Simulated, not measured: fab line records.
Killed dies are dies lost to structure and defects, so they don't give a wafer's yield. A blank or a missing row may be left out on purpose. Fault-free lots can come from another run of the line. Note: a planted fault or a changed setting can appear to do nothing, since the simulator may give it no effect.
Comparing a struck lot with a sound one | flow nandHarc | 13 out of 1302 route steps
Sound: the wafers L340.1, L340.5, L340.6. Wafers L335.2, L335.3, L335.4 were the ones struck. At the end, the cause is stated.
Each step with rows lists, per side, the tool, then ch with its chambers, then its first start. Under that, the readings that differ: sound wafers | struck wafers | difference of the means | sigmas: that difference in standard deviations of wafers without a fault.
alike: readings whose means differ by less than 2 such deviations, and words and numbers that are the same on both sides. not compared: withheld readings, readings that some wafer has no value for, bounds like >300 that may hide the same value, and numbers for which the record gives no deviation and whose values overlap.
The two part at a step that has a row with sigmas, a row that says differs or no value, or rows on one side only. When numbers do not overlap yet have no deviation, they are printed without sigmas and do not part them. A reading that every wafer of one side lacks parts them only if that side has two wafers or more.

NHARC_A_M1_PVD_20: deposits TaN, target thk 5 nm, time 8.06 s.
  sound on pvdSputter-02; struck on pvdSputter-03
  alike: throttleValvePct
then, 3 steps without rows for these wafers: NHARC_A_M1_PVD_21 (deposits Cu, target thk 30 nm, time 20.49 s); NHARC_A_M1_ECD_22 (material Cu, target thk 400 nm); NHARC_A_M1_ANNEAL_31 (time 90 s).
NHARC_A_M1_CMP_23: polishes, t overpolish 20 s, target thk 154.34 nm.
  sound on cmp-03 ch 1,2,3, day 30 17:10; struck on cmp-03 ch 0,1,2, day 28 00:36
  alike: edgeZonePressureFrac, motorCurrentA, timeToEndpointS
NHARC_A_M1_THK_MEAS_24: measures by xrf.
  sound on filmMetro-02, day 30 17:26; struck on filmMetro-02, day 28 00:55
  alike: thkNm
next, for these wafers, 1 step has no rows: NHARC_A_M1_SRD_25.
NHARC_A_M1_INSPECT_27:
  sound on defectInspect-02, day 30 17:35; struck on defectInspect-01, day 28 01:05
  alike: rawDefectCount
NHARC_A_M1_PRE_CLEAN_32: time 12 s.
  sound on pecvd-02 ch 0,1,2, day 30 17:40; struck on pecvd-03 ch 0,1, day 28 01:08
  alike: heaterPowerW, susceptorTempC
NHARC_A_M1_DEP_33: deposits SiCN, target thk 30 nm.
  sound on pecvd-02 ch 0,1,2, day 30 17:46; struck on pecvd-03 ch 0,1, day 28 01:13
  alike: chamberPressureTorr, heaterPowerW, susceptorTempC
NHARC_A_BONDPAD_DEP_00: deposits SiCN, target thk 250 nm.
  sound on pecvd-03 ch 0,1, day 30 18:17; struck on pecvd-04 ch 1,2, day 28 01:46
  alike: chamberPressureTorr, heaterPowerW, susceptorTempC
NHARC_A_BONDPAD_CMP_29: polishes SiCN, target thk 200 nm.
  sound on cmp-02 ch 0,1, day 30 18:41; struck on cmp-01 ch 0,2,3, day 28 02:13
  no value came back on the struck wafers for edgeZonePressureFrac, motorCurrentA (A); on the sound wafers edgeZonePressureFrac reads 0.998 0.994 0.999
NHARC_A_BONDPAD_THK_MEAS_30: measures by ellipsometry.
  sound on filmMetro-02, day 30 18:56; struck on filmMetro-01, day 28 02:36
reading    | sound             | struck            | difference | sigmas
thkNm (nm) | 200.1 200.6 201.5 | 248.5 244.3 254.3 | +48.3      | +27
  not compared: hold

== WHERE THEY PART ==
Earliest at NHARC_A_BONDPAD_CMP_29; latest, in this record, at NHARC_A_BONDPAD_THK_MEAS_30.

WHY: whatever the simulator had introduced
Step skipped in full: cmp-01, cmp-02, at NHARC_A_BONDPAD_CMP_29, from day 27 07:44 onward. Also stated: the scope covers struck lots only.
